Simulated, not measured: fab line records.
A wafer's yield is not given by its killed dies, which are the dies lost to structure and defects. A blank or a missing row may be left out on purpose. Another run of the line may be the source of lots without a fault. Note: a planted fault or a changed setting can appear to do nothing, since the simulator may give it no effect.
Comparing a struck lot with a sound one :: flow n5-finfet :: 41 out of 1938 route steps
Sound: the wafers L244.1, L244.2, L244.6. Struck: wafer L238.1. (L238.3 of the same lot was not struck and is left out.) The cause comes at the end.
At each step with rows: each side's tool, then ch and its chambers, then its first start. Under that, the readings that differ: sound wafers :: struck wafers :: difference of the means :: sigmas: that difference in standard deviations of wafers without a fault.
alike: same words and numbers on both sides, and readings whose means sit less than 2 such deviations apart. not compared: any withheld reading, any reading some wafer has no value for, any bound like >300 that may hide the same value, and any number with overlapping values for which the record gives no deviation.
A row with sigmas, a row that says differs or no value, or rows on one side alone: a step with any of these is where the two part. Numbers that have no deviation but don't overlap get no sigmas and don't part them. A reading that every wafer of one side lacks parts them only if that side has two wafers or more.

first, 9 steps without rows for these wafers: N5_BEOL_M4_ANNEAL_95 (time 240 s); N5_BEOL_M4_SPUTTER_96 (material Cu, target thk 4.5 nm, time 8.29 s); N5_BEOL_M4_ECD_50 (material Cu, target thk 300 nm); N5_BEOL_M4_ANNEAL_51 (time 90 s); N5_BEOL_M4_CMP_52 (polishes, stops on SiOC, t overpolish 6.8 s, target thk 40 nm); N5_BEOL_M4_PRE_CLEAN_60 (time 15 s); N5_BEOL_M4_CO_CAP_55 (material Co, precursor CCTBA/H2, target thk 2 nm, time 102.1 s); N5_BEOL_M4_PRE_CLEAN_56 (time 15 s); N5_BEOL_M4_DEP_57 (deposits SiCN from 3MS/NH3, target thk 8 nm, time 14 s).
N5_BEOL_M4_RC_MEAS_101:
  sound on prober-01 ch 0, day 15 12:07; struck on prober-02 ch 0, day 12 15:33
reading: ION_P (uA/um)
sound: 474 459 454
struck: 479
difference: +17
sigmas: +2

reading: SS_P (mV/dec)
sound: 73.7 72.1 72.3
struck: 74.4
difference: +1.7
sigmas: +2
  alike: DIBL_N, DIBL_P, IOFF_N, IOFF_P, ION_N, SS_N, VT_N, VT_P
then, 24 steps without rows for these wafers: N5_BEOL_M5_ILD_DEP_00 (deposits SiCOH lowk from DEMS/porogen, target thk 140.64 nm, time 25.9 s); N5_BEOL_M5_CURE_79 (cures SiCOH lowk, time 240 s); N5_BEOL_M5_PECVD_70 (deposits SiO2 from TEOS/O2, target thk 16 nm, time 18 s); N5_BEOL_M5_HM_DEP_02 (deposits TiN, target thk 20 nm); N5_BEOL_M5_COAT_59 (time 60 s, resist thk 60 nm); N5_BEOL_M5_COAT_60 (time 60 s, resist thk 12 nm); N5_BEOL_M5_COAT_71 (time 60 s, resist thk 5 nm); N5_BEOL_M5_COAT_05 (resist thk 30 nm); N5_BEOL_M5_EBR_07; N5_BEOL_M5_SOFTBAKE_06 (time 60 s); N5_BEOL_M5_EXPOSE_08 (exposes mask M5, target cd 28 nm); N5_BEOL_M5_PEB_09 (peb time 60 s); N5_BEOL_M5_DEVELOP_10 (develop time 30 s); N5_BEOL_M5_DESCUM_16 (chemistry O2, time 7 s); N5_BEOL_M5_ETCH_72 (etches underlayer in N2/H2, target depth 6.5 nm, time 5.2 s); N5_BEOL_M5_ETCH_61 (etches SiARC in CF4, target depth 15.6 nm, time 26 s); N5_BEOL_M5_ETCH_62 (etches SOC in N2/H2, target depth 75 nm, overetch 15 nm, time 112.5 s); N5_BEOL_M5_STRIP_63 (strips in N2/H2); N5_BEOL_M5_STRIP_73 (strips in N2/H2); N5_BEOL_M5_STRIP_64 (strips in CF4); N5_BEOL_M5_HM_OPEN_17 (chemistry Cl2/BCl3, target TiN, target depth 20 nm, overetch 6 nm); N5_BEOL_M5_STRIP_19 (strips in O2); N5_BEOL_M5_COAT_65 (time 60 s, resist thk 60 nm); N5_BEOL_M5_COAT_66 (time 60 s, resist thk 12 nm).
N5_BEOL_M9_HM_DEP_02: deposits TiN, target thk 20 nm.
  sound on pvd-sputter-01 at day 16 22:12; struck on pvd-sputter-02 at day 14 07:35
reading: model.TiN_of_BEOL_M9_HM_DEP_02.thk-nm (nm)
sound: 20 19.6 19.6
struck: 34.2
difference: +14.5
sigmas: 
  alike: throttle-valve-pct
N5_BEOL_M9_HM_OPEN_17: chemistry Cl2/BCl3, target TiN, target depth 20 nm, overetch 6 nm.
  sound on rie-metal-01 ch 0,1, day 16 23:03; struck on rie-metal-01 ch 0, day 14 08:26
reading: model.etch.depth-nm (nm)
sound: 19.99 19.66 19.57
struck: 25.47
difference: +5.73
sigmas: 
  alike: drypump-motor-current-A, oes-product-au, throttle-valve-pct
  not compared: rf-hours-counter-h
N5_BEOL_M9_VIA_ETCH_34: etches SiCOH lowk in C4F6/O2, target depth 182.4 nm, time 68.4 s.
  sound on rie-diel-04 ch 0,3, day 17 01:13; struck on rie-diel-04 ch 1, day 14 11:22
reading: oes-product-au (a.u.)
sound: 0.71 0.69 0.71
struck: 0.27
difference: -0.43
sigmas: -5
  alike: drypump-motor-current-A, rf-vpp-V, showerhead-plenum-p-Torr, throttle-valve-pct
  not compared: rf-hours-counter-h
N5_BEOL_M9_TRENCH_ETCH_37: etches SiCOH lowk in C4F6/O2, target depth 151.43 nm, time 49 s.
  sound: rie-diel-04 ch 0,3; struck: rie-diel-04 ch 1
reading: model.TiN_of_BEOL_M9_HM_DEP_02.thk-nm (nm)
sound: 15.8 15.4 15.4
struck: 30.2
difference: +14.7
sigmas: 
  alike: drypump-motor-current-A, oes-product-au, rf-vpp-V, showerhead-plenum-p-Torr, throttle-valve-pct
  not compared: rf-hours-counter-h
N5_BEOL_M9_OCD_MEAS_38:
  sound on ocd-01 at day 17 01:30; struck on ocd-02 at day 14 11:38
  not compared: trench-depth-nm
N5_BEOL_M9_CD_MEAS_35: target cd 70 nm, target cd y 40 nm.
  sound on cd-sem-02 at day 17 01:39; struck on cd-sem-02 at day 14 11:47
  not compared: cd-nm
-- here the record skips 2 days between the struck wafers' starts before and after, leaving off in module BEOL_M9 and picking up in module PASSIVATION (first step shown: number 1936 of the route) --
N5_PASSIVATION_PROBE_49:
  rows exist in the record for the struck wafers here (prober-01, day 16 20:37), but not for the sound ones

WHERE THEY PART
First at N5_BEOL_M4_RC_MEAS_101; last, within this record, at N5_PASSIVATION_PROBE_49.

WHY: what had been put in by the simulator
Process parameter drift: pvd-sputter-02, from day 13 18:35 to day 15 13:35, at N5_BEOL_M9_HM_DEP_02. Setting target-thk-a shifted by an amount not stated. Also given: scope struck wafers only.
